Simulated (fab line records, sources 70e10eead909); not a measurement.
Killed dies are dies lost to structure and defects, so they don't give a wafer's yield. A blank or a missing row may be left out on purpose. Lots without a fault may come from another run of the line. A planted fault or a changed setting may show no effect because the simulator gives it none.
Chamber matching | flow nand_harc | NHARC_A_CHANNEL_FILL_D2_CMP_10 on cmp-02: 4 sister chambers
The step polishes, target thk 150 nm. 14 wafers are shown with their chamber, then 7 later ones without.

WAFERS WITH THEIR CHAMBER
wafer  | chamber | time_to_endpoint_s (s) | motor_current_A (A) | slurry_filter_dp_kPa (kPa)
L079.1 | 1       | 15.6                   | 12.6                | 13.56
L079.4 | 2       | 20.1                   | 13.6                | 13.64
L079.6 | 3       | 17.2                   | 11.3                | 13.46
L082.1 | 2       | 20.3                   | 12.8                | 13.72
L082.3 | 3       | 12.9                   | 12.2                | 13.67
L082.6 | 3       | 13.3                   | 11.2                | 13.72
L084.2 | 2       | 15.9                   | 13.5                | 13.61
L084.5 | 2       | 17.8                   | 12.6                | 13.43
L084.6 | 3       | 13.8                   | 11.5                | 13.31
L087.4 | 0       | 11.7                   | 12.7                | 13.52
L087.5 | 3       | 16.4                   | 11.1                | 13.48
L087.6 | 2       | 18.6                   | 12.4                | 13.44
L090.1 | 0       | 11.8                   | 12.5                | 13.63
L090.4 | 3       | 14.1                   | 11.3                | 13.53

SIGNATURES (means of the wafers above)
reading              | chamber 0 | chamber 1 | chamber 2 | chamber 3 | scatter within a chamber
time_to_endpoint_s   | 11.750    | 15.600    | 18.540    | 14.617    | 1.69
motor_current_A      | 12.600    | 12.600    | 12.980    | 11.433    | 0.445
slurry_filter_dp_kPa | 13.5750   | 13.5600   | 13.5680   | 13.5283   | 0.135
Rule: a wafer's distance from a chamber is the root of the sum, over the readings, of the square of ((its reading less the chamber's mean) divided by the reading's scatter). The wafer belongs to the nearest chamber; if the next one is less than 2 further off, it can't be placed. The scatter: the root of (the sum of the squares of (reading less its chamber's mean) over the shown wafers, divided by (wafers less chambers)).

WAFERS WITHOUT THEIR CHAMBER
wafer  | time_to_endpoint_s (s) | motor_current_A (A) | slurry_filter_dp_kPa (kPa)
L090.5 | 15.9                   | 11.9                | 13.46
L091.2 | 15.3                   | 11.5                | 13.50
L091.4 | 15.1                   | 13.3                | 13.83
L091.5 | 13.6                   | 11.1                | 13.44
L092.1 | 18.0                   | 13.4                | 13.39
L092.5 | 15.4                   | 11.9                | 13.39
L092.6 | 13.9                   | 12.4                | 13.54

WHICH CHAMBER EACH WENT THROUGH
wafer  | from the rows above               | in truth
L090.5 | can't be placed: 3 or 1 or 2 or 0 | 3
L091.2 | 3                                 | 3
L091.4 | can't be placed: 1 or 2 or 0      | 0
L091.5 | 3                                 | 3
L092.1 | can't be placed: 2 or 1           | 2
L092.5 | can't be placed: 3 or 1 or 0 or 2 | 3
L092.6 | can't be placed: 1 or 0 or 3 or 2 | 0
Placed correctly: 2 of 7. Can't be placed from these rows: 5 (the true chamber is among the candidates in 5). Placed wrongly: 0.
